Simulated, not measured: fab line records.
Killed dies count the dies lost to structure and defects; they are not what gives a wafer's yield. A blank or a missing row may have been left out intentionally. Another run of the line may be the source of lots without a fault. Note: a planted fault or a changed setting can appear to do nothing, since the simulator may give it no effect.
fab line records	flow n5_finfet
[record] lots = 9	wafers = 27	last_day = 17
route steps=1938 shown PMOS_HMC_CHANNEL_EPI@62 BEOL_M4@1111
lots that met no fault: taken from a fault-free run of the same line
start_h: hours from the record's first day to the start of the lot's first wafer shown	wait_h: time in hours since the lot's previous step	" the same as in the row above	L1.1+2: one row covering several wafers at once	- no value present, or no start provided	* or withheld: withheld	< > ~ a bound
route shown NAME@n: a module of which the file shows steps, and the number in the route of the first	usual: mean/standard deviation of fault-free wafers	same: alike in all rows	chamber/n: place in a boat	sites: each site's reading	_std_site: their standard deviation	_edge_site: mean of outer sites minus mean of inner sites	radius_mm: for every site, how far away it sits from the centre of the wafer	mask NAME#n: copy n	behind: tool/chamber where the wafer was last shaped	hold: reason for holding the lot/hours on hold/outcome of the hold	device: names the non-switching transistor (n, p or np)	end of line: the tests these same wafers got at the end of their route	a step without rows: its recipe alone	killed: the dies lost at the first sort to structure and to defects; this is not the yield of the wafer	map: a wafer's dies, x killed, . not, _ none there
set.NAME: the setting that was run; set.NAME@STEP: the one run at that earlier step	model.NAME: the simulator's own value behind a step, which no gauge read
one table for each step of the route and one row for each wafer, over a sample of lots
services: when a tool's chamber went out of use (start_h, in hours from the record's first day, below 0 if earlier), for how many hours, and the reason
[[steps]]
[step N5_PMOS_HMC_CHANNEL_EPI_EXPOSE_06]
[recipe] mask_id = PMOS_HMC_BLK	na = 1.35	source_shape = conventional	sigma_outer = 0.8	polarization = unpolarized	target_cd_nm = 240	dose_mj = 41
[usual] exposure_dose_mJ_cm2 = 40.97/0.043
lot.wafer	tool	chamber	start_h	wait_h	mask	exposure_dose_mJ_cm2
L728.1	arfi_scanner-01	0	17.79	-	PMOS_HMC_BLK#0	40.99
L728.4	"	0	"	"	PMOS_HMC_BLK#0	40.98
L728.6	"	0	"	"	PMOS_HMC_BLK#0	40.93
L730.1	arfi_scanner-01	0	29.80	-	PMOS_HMC_BLK#0	41.01
L730.3	"	0	"	"	PMOS_HMC_BLK#0	41.01
L730.5	"	0	"	"	PMOS_HMC_BLK#0	41.02
L731.2	arfi_scanner-03	0	34.86	-	PMOS_HMC_BLK#0	40.97
L731.3	"	0	"	"	PMOS_HMC_BLK#0	41.00
L731.4	"	0	"	"	PMOS_HMC_BLK#0	40.97
L732.1	arfi_scanner-03	0	41.12	-	PMOS_HMC_BLK#0	40.92
L732.3	"	0	"	"	PMOS_HMC_BLK#0	40.89
L732.5	"	0	"	"	PMOS_HMC_BLK#0	40.89
L742.3	arfi_scanner-01	0	101.76	-	PMOS_HMC_BLK#0	42.87
L742.4	"	0	"	"	PMOS_HMC_BLK#0	42.84
L742.6	"	0	"	"	PMOS_HMC_BLK#0	42.88
L744.2	arfi_scanner-01	0	113.19	-	PMOS_HMC_BLK#0	42.38
L744.5	"	0	"	"	PMOS_HMC_BLK#0	42.47
L744.6	"	0	"	"	PMOS_HMC_BLK#0	42.47
L747.1	arfi_scanner-03	0	131.58	-	PMOS_HMC_BLK#0	40.97
L747.3	"	0	"	"	PMOS_HMC_BLK#0	41.04
L747.4	"	0	"	"	PMOS_HMC_BLK#0	40.97
L748.2	arfi_scanner-03	0	137.40	-	PMOS_HMC_BLK#0	40.95
L748.3	"	0	"	"	PMOS_HMC_BLK#0	40.90
L748.6	"	0	"	"	PMOS_HMC_BLK#0	40.92
L750.1	arfi_scanner-02	0	149.76	-	PMOS_HMC_BLK#0	41.03
L750.4	"	0	"	"	PMOS_HMC_BLK#0	40.96
L750.5	"	0	"	"	PMOS_HMC_BLK#0	40.92
[step N5_PMOS_HMC_CHANNEL_EPI_CD_MEAS_09]
[recipe] target_cd_nm = 237.4	landing_energy_ev = 500	detector = se_inlens
[usual] cd_nm = 237.4/1.1
lot.wafer	tool	chamber	start_h	wait_h	cd_nm
L728.1	cd_sem-01	0	17.91	-	236.3
L728.4	"	0	"	"	236.7
L728.6	"	0	"	"	236.3
L730.1	cd_sem-03	0	29.92	-	237.3
L730.3	"	0	"	"	235.7
L730.5	"	0	"	"	235.6
L731.2	cd_sem-03	0	34.98	-	238.6
L731.3	"	0	"	"	238.6
L731.4	"	0	"	"	237.0
L732.1	cd_sem-03	0	41.24	-	236.9
L732.3	"	0	"	"	237.1
L732.5	"	0	"	"	236.7
L742.3	cd_sem-03	0	101.88	-	240.9
L742.4	"	0	"	"	238.9
L742.6	"	0	"	"	240.8
L744.2	cd_sem-03	0	113.31	-	241.4
L744.5	"	0	"	"	241.2
L744.6	"	0	"	"	241.8
L747.1	cd_sem-02	0	131.71	-	236.8
L747.3	"	0	"	"	236.7
L747.4	"	0	"	"	236.7
L748.2	cd_sem-03	0	137.52	-	238.4
L748.3	"	0	"	"	237.3
L748.6	"	0	"	"	237.9
L750.1	cd_sem-03	0	149.88	-	239.3
L750.4	"	0	"	"	238.5
L750.5	"	0	"	"	239.0
[step N5_PMOS_HMC_CHANNEL_EPI_OVL_MEAS_10]
[recipe] points_per_wafer = 44
[usual] PMOS_HMC_BLK_OVL = -0.6/0.63
lot.wafer	tool	chamber	start_h	wait_h	PMOS_HMC_BLK_OVL[nm]
L728.1	overlay-02	0	17.94	0.0	-1.3
L728.4	"	0	"	"	-0.9
L728.6	"	0	"	"	-0.7
L730.1	overlay-02	0	29.95	0.0	-0.7
L730.3	"	0	"	"	-0.2
L730.5	"	0	"	"	0.2
L731.2	overlay-01	0	35.01	0.0	0.1
L731.3	"	0	"	"	0.2
L731.4	"	0	"	"	-0.4
L732.1	overlay-02	0	41.27	0.0	-0.9
L732.3	"	0	"	"	0.3
L732.5	"	0	"	"	-0.5
L742.3	overlay-02	0	101.91	0.0	0.5
L742.4	"	0	"	"	-0.3
L742.6	"	0	"	"	-0.1
L744.2	overlay-01	0	113.34	0.0	-0.8
L744.5	"	0	"	"	-1.0
L744.6	"	0	"	"	-1.0
L747.1	overlay-02	0	131.74	0.0	0.2
L747.3	"	0	"	"	0.3
L747.4	"	0	"	"	0.5
L748.2	overlay-01	0	137.55	0.0	0.4
L748.3	"	0	"	"	-0.5
L748.6	"	0	"	"	0.4
L750.1	overlay-01	0	149.92	0.0	-1.6
L750.4	"	0	"	"	-0.7
L750.5	"	0	"	"	-1.2
[step N5_PMOS_HMC_CHANNEL_EPI_ETCH_32]
[recipe] chemistry = N2/H2	target = BARC	stop_on = SiO2	target_depth_a = 858	over_etch_frac = 0.3	time_s = 50.3	ion_energy_ev = 200	mask_material = CAR-ArF-block	pressure_mtorr = 30	source_w = 840	bias_w = 150	n2_flow_sccm = 200	h2_flow_sccm = 200
[usual] drypump_motor_current_A = 5.84/0.22	oes_product_au = 0.66/0.057	rf_fwd_power_W = 830.5/2.9	rf_vpp_V = 523.0/2.6	showerhead_plenum_p_Torr = 2.51/0.09	throttle_valve_pct = 17.99/0.16
lot.wafer	tool	chamber	start_h	wait_h	drypump_motor_current_A	oes_product_au	rf_fwd_power_W	rf_hours_counter_h	rf_vpp_V	showerhead_plenum_p_Torr	throttle_valve_pct
L728.1	rie_diel-05	3	18.04	0.0	6.00	0.68	830.9	101	521.0	2.45	17.81
L728.4	"	1	"	"	5.68	0.62	826.3	192	524.7	2.53	17.94
L728.6	"	3	"	"	5.99	0.68	828.6	-	521.2	2.45	17.83
L730.1	rie_diel-03	3	30.25	0.0	5.74	0.60	830.7	209	520.7	2.41	17.90
L730.3	"	0	"	"	6.28	0.65	829.9	133	523.6	2.55	18.09
L730.5	"	1	"	"	5.57	0.68	833.6	-	520.4	2.46	18.10
L731.2	rie_diel-04	1	35.10	0.0	5.99	0.77	828.3	34	522.1	2.50	17.63
L731.3	"	2	"	"	5.66	0.61	834.9	210	519.2	2.41	17.82
L731.4	"	0	"	"	5.50	0.66	823.0	143	522.9	2.43	17.86
L732.1	rie_diel-05	1	41.43	0.0	5.67	0.61	823.6	199	524.0	2.52	17.95
L732.3	"	0	"	"	5.82	0.62	829.6	185	523.9	2.53	18.23
L732.5	"	3	"	"	6.01	0.68	840.5	-	521.6	2.45	17.84
L742.3	rie_diel-04	2	102.00	0.0	5.59	0.60	831.5	230	519.3	2.40	17.84
L742.4	"	3	"	"	6.23	0.65	828.2	152	524.5	2.55	18.16
L742.6	"	2	"	"	5.60	0.60	832.5	-	520.5	2.40	17.86
L744.2	rie_diel-05	3	113.49	0.0	5.98	0.65	826.0	130	521.0	2.44	17.87
L744.5	"	0	"	"	5.82	0.61	828.2	-	523.2	2.52	18.26
L744.6	"	1	"	"	5.68	0.60	829.4	-	521.9	2.51	17.99
L747.1	rie_diel-03	1	132.01	0.0	5.61	0.65	831.1	156	520.9	2.45	18.15
L747.3	"	2	"	"	5.76	0.66	830.3	136	527.0	2.64	17.90
L747.4	"	3	"	"	5.78	0.58	833.6	239	520.4	2.40	17.95
L748.2	rie_diel-05	3	137.81	0.0	6.02	0.65	829.1	138	520.1	2.44	17.91
L748.3	"	2	"	"	5.81	0.75	832.2	45	528.7	2.71	18.01
L748.6	"	0	"	"	5.81	0.60	829.9	-	524.4	2.51	18.27
L750.1	rie_diel-05	0	150.02	0.0	5.82	0.60	827.8	217	523.2	2.51	18.27
L750.4	"	3	"	"	5.99	0.64	830.5	141	521.2	2.44	17.91
L750.5	"	1	"	"	5.67	0.59	831.1	-	524.1	2.51	18.04
[step N5_PMOS_HMC_CHANNEL_EPI_STRIP_33]
[recipe] chemistry = N2/H2	power_w = 500	temp_c = 40	pressure_mtorr = 50	rf_frequency_hz = 6e+07	overash_fraction = 0.3	bias_power_w = 8	h2_frac = 0.5	n2_flow_sccm = 300	h2_flow_sccm = 300
[usual] drypump_motor_current_A = 5.85/0.22	oes_product_au = 0.77/0.074	rf_vpp_V = 54.0/1.6	showerhead_plenum_p_Torr = 3.32/0.11	throttle_valve_pct = 19.07/0.28
lot.wafer	tool	chamber	start_h	wait_h	drypump_motor_current_A	oes_product_au	rf_hours_counter_h	rf_vpp_V	showerhead_plenum_p_Torr	throttle_valve_pct
L728.1	rie_diel-05	3	18.13	0.0	6.01	0.79	101	55.3	3.25	18.64
L728.4	"	1	"	"	5.69	0.73	192	53.9	3.34	19.19
L728.6	"	3	"	"	6.01	0.79	-	53.6	3.24	18.62
L730.1	rie_diel-03	3	30.35	0.0	5.82	0.69	209	53.6	3.19	19.03
L730.3	"	0	"	"	6.27	0.76	133	55.2	3.37	19.21
L730.5	"	1	"	"	5.58	0.80	-	52.8	3.26	19.72
L731.2	rie_diel-04	1	35.20	0.0	6.02	0.92	34	52.3	3.31	18.74
L731.3	"	2	"	"	5.63	0.72	210	52.1	3.19	18.67
L731.4	"	0	"	"	5.52	0.77	143	53.9	3.22	19.09
L732.1	rie_diel-05	1	41.53	0.0	5.68	0.70	199	53.2	3.33	19.23
L732.3	"	0	"	"	5.85	0.71	185	51.5	3.34	19.28
L732.5	"	3	"	"	6.02	0.79	-	53.9	3.24	18.64
L742.3	rie_diel-04	2	102.10	0.0	5.63	0.71	230	57.8	3.18	18.71
L742.4	"	3	"	"	6.23	0.77	152	51.7	3.37	19.05
L742.6	"	2	"	"	5.60	0.70	-	53.9	3.18	18.71
L744.2	rie_diel-05	3	113.59	0.0	6.01	0.76	130	52.9	3.23	18.68
L744.5	"	0	"	"	5.84	0.71	-	53.8	3.33	19.29
L744.6	"	1	"	"	5.69	0.71	-	56.8	3.32	19.26
L747.1	rie_diel-03	1	132.11	0.0	5.59	0.77	156	52.9	3.24	19.79
L747.3	"	2	"	"	5.71	0.77	136	55.2	3.48	19.02
L747.4	"	3	"	"	5.77	0.67	239	53.2	3.17	19.04
L748.2	rie_diel-05	3	137.91	0.0	6.00	0.78	138	54.4	3.22	18.70
L748.3	"	2	"	"	5.81	0.90	45	57.0	3.57	19.11
L748.6	"	0	"	"	5.79	0.71	-	53.9	3.32	19.30
L750.1	rie_diel-05	0	150.11	0.0	5.81	0.70	217	57.7	3.32	19.34
L750.4	"	3	"	"	6.01	0.75	141	52.0	3.22	18.73
L750.5	"	1	"	"	5.70	0.70	-	54.0	3.32	19.25
[step N5_BEOL_M4_RC_MEAS_101]
[usual] DIBL_N = 36.8/1.5	DIBL_P = 37.1/2.1	IOFF_N = 0.168/0.03	IOFF_P = 0.22/0.034	ION_N = 679/12	ION_P = 466/8	SS_N = 71.7/0.58	SS_P = 73.5/0.67	VT_N = 248.8/2.7	VT_P = -250/3.3
lot.wafer	tool	chamber	start_h	wait_h	DIBL_N[mV/V]	DIBL_P[mV/V]	IOFF_N[nA/um]	IOFF_P[nA/um]	ION_N[uA/um]	ION_P[uA/um]	SS_N[mV/dec]	SS_P[mV/dec]	VT_N[mV]	VT_P[mV]
L728.1	prober-02	0	156.19	0.0	38.6	39.9	0.204	0.24	683	463	73.2	74.1	247.3	-249
L728.4	"	0	"	"	34.9	35.0	0.135	0.17	662	455	71.3	73.5	250.8	-256
L728.6	"	0	"	"	38.5	39.9	0.213	0.25	679	466	71.6	74.3	244.0	-247
L732.1	prober-02	0	179.56	0.0	36.4	37.5	0.165	0.22	677	468	71.8	72.7	247.4	-253
L732.3	"	0	"	"	38.7	40.5	0.200	0.27	687	468	72.6	74.0	246.2	-247
L732.5	"	0	"	"	36.0	37.8	0.152	0.23	679	468	71.0	72.7	251.6	-246
L730.1	prober-01	0	181.48	0.0	37.0	36.1	0.146	0.19	678	461	71.5	73.5	249.8	-253
L730.3	"	0	"	"	36.9	36.0	0.146	0.20	675	462	70.6	72.9	247.4	-249
L730.5	"	0	"	"	37.1	36.1	0.148	0.20	672	461	70.9	73.4	248.0	-250
L731.2	prober-02	0	181.93	0.2	36.8	36.8	0.162	0.26	690	482	71.3	73.5	248.8	-246
L731.3	"	0	"	"	37.9	38.8	0.184	0.29	689	479	71.8	74.2	249.6	-242
L731.4	"	0	"	"	37.9	37.6	0.190	0.26	704	486	71.9	73.5	246.3	-246
L742.3	prober-02	0	246.82	0.3	41.2	40.8	0.240	0.32	677	468	72.2	76.2	245.5	-248
L742.4	"	0	"	"	36.5	34.4	0.138	0.21	662	464	71.1	73.5	253.0	-251
L742.6	"	0	"	"	35.5	32.9	0.124	0.18	657	455	71.1	72.4	253.3	-249
L744.2	prober-01	0	262.98	0.2	37.2	37.4	0.178	0.23	690	467	71.8	72.4	245.2	-249
L744.5	"	0	"	"	38.1	38.0	0.182	0.25	689	470	71.6	73.9	247.6	-247
L744.6	"	0	"	"	35.6	35.5	0.146	0.20	683	468	70.7	72.7	251.3	-249
L747.1	prober-01	0	275.70	0.0	36.0	37.5	0.143	0.21	670	462	72.4	74.4	250.8	-251
L747.3	"	0	"	"	36.6	37.5	0.163	0.20	677	460	72.0	73.6	247.4	-251
L747.4	"	0	"	"	33.2	33.1	0.102	0.15	651	451	71.3	72.1	255.1	-254
L748.2	prober-02	0	294.62	0.2	38.9	37.8	0.177	0.19	678	460	72.3	73.9	247.2	-256
L748.3	"	0	"	"	36.8	35.5	0.135	0.17	675	459	70.8	73.3	254.0	-256
L748.6	"	0	"	"	38.6	36.7	0.174	0.18	683	462	72.4	73.7	249.3	-257
L750.1	prober-02	0	296.59	0.0	33.4	33.0	0.126	0.19	679	469	71.3	72.9	252.8	-251
L750.4	"	0	"	"	34.7	34.8	0.147	0.22	681	472	71.5	73.4	252.4	-247
L750.5	"	0	"	"	36.5	36.2	0.164	0.26	678	474	72.4	73.0	248.7	-246
[[services]]
tool	chamber	start_h	hours	kind
rie_diel-05	1	5.36	3.1	repair
arfi_scanner-03	-	15.83	3.6	repair
arfi_scanner-01	-	16.60	0.8	pm
arfi_scanner-03	0	36.88	-	calibration
arfi_scanner-02	-	44.43	0.8	pm
arfi_scanner-01	-	51.08	0.2	repair
arfi_scanner-02	-	63.34	1.3	pm
arfi_scanner-03	-	80.68	0.8	pm
arfi_scanner-02	-	86.80	1.0	pm
arfi_scanner-02	-	89.42	0.8	repair
arfi_scanner-01	-	89.98	1.3	pm
arfi_scanner-03	-	92.77	1.3	pm
arfi_scanner-01	0	95.44	-	calibration
rie_diel-05	-	97.29	2.8	pm
arfi_scanner-01	-	108.32	1.0	pm
arfi_scanner-01	-	123.49	4.9	pm
arfi_scanner-02	-	132.03	0.5	repair
arfi_scanner-02	-	137.68	0.8	pm
arfi_scanner-01	-	143.22	6.0	pm
arfi_scanner-02	0	145.35	-	calibration
[[key]]
[first_sign] step = N5_PMOS_HMC_CHANNEL_EPI_EXPOSE_06	reading = exposure_dose_mJ_cm2	direction = up	sigmas = 39	usual = 40.97	struck = 42.66
[effect] step = N5_PMOS_HMC_CHANNEL_EPI_CD_MEAS_09	reading = cd_nm	direction = up	sigmas = 3.3	usual = 237.4	struck = 240.8	through = control_loop
met_at N5_PMOS_HMC_CHANNEL_EPI_EXPOSE_06
struck_lots L742,L744
[loop_trim] step = N5_PMOS_HMC_CHANNEL_EPI_EXPOSE_06	setting = dose	lots = L744
not_acting_at N5_PMOS_HMC_CHANNEL_EPI_OVL_MEAS_10,N5_PMOS_HMC_CHANNEL_EPI_ETCH_32,N5_PMOS_HMC_CHANNEL_EPI_STRIP_33
onset_between 29.80 101.76
[fault] kind = process_parameter_drift	tool = arfi_scanner-01	chamber = -	onset_h = 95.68	steps = N5_PMOS_HMC_CHANNEL_EPI_EXPOSE_06	channel = dose_mj	offset = 1.8599	shape = step	acts_in = these_recipes_only	stated = 41
// loop_trim: a control loop set the setting to another value than it would have without faults
